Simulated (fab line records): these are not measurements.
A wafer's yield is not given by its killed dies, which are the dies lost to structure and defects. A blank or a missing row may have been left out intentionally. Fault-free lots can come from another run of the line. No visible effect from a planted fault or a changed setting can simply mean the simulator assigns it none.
Chamber matching / flow n5-finfet / 3 sister chambers for N5_BEOL_M7_ILD_DEP_00 on pecvd-04
The step deposits SiCOH lowk from DEMS/porogen, target thk 179.75 nm, time 33.4 s. 3 wafers are shown with their chamber, then 7 later ones without.

WAFERS, EACH WITH ITS CHAMBER
wafer=L091.6; chamber=0; throttle-valve-pct (%)=14.2
wafer=L093.3; chamber=2; throttle-valve-pct (%)=12.9
wafer=L093.4; chamber=1; throttle-valve-pct (%)=13.5

WAFERS WITH NO CHAMBER GIVEN
wafer=L093.6; throttle-valve-pct (%)=14.6
wafer=L092.3; throttle-valve-pct (%)=14.6
wafer=L092.4; throttle-valve-pct (%)=13.7
wafer=L092.6; throttle-valve-pct (%)=13.0
wafer=L097.1; throttle-valve-pct (%)=13.5
wafer=L097.2; throttle-valve-pct (%)=13.0
wafer=L097.3; throttle-valve-pct (%)=12.9

WHICH CHAMBER EACH WENT THROUGH
wafer=L093.6; from the rows above=0; in truth=0
wafer=L092.3; from the rows above=0; in truth=0
wafer=L092.4; from the rows above=can't be placed: 1 or 0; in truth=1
wafer=L092.6; from the rows above=can't be placed: 2 or 1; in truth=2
wafer=L097.1; from the rows above=1; in truth=1
wafer=L097.2; from the rows above=can't be placed: 2 or 1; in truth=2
wafer=L097.3; from the rows above=2; in truth=2
Correctly placed: 4 of 7. Cannot be placed on the basis of these rows: 3; the candidates contain the true chamber in 3. Placed wrongly: 0.
How it was worked out, from the rows above alone: a wafer's distance from a chamber is the root of the sum, over the readings, of the square of ((its reading less the chamber's mean) divided by the reading's scatter). The wafer belongs to the nearest chamber; if the next one is less than 2 further off, it can't be placed. Each chamber's mean is taken over the wafers shown for it. The scatter (one wafer shown for each chamber): square how far every hidden wafer sits from the nearest shown wafer, average those squares and take the square root.
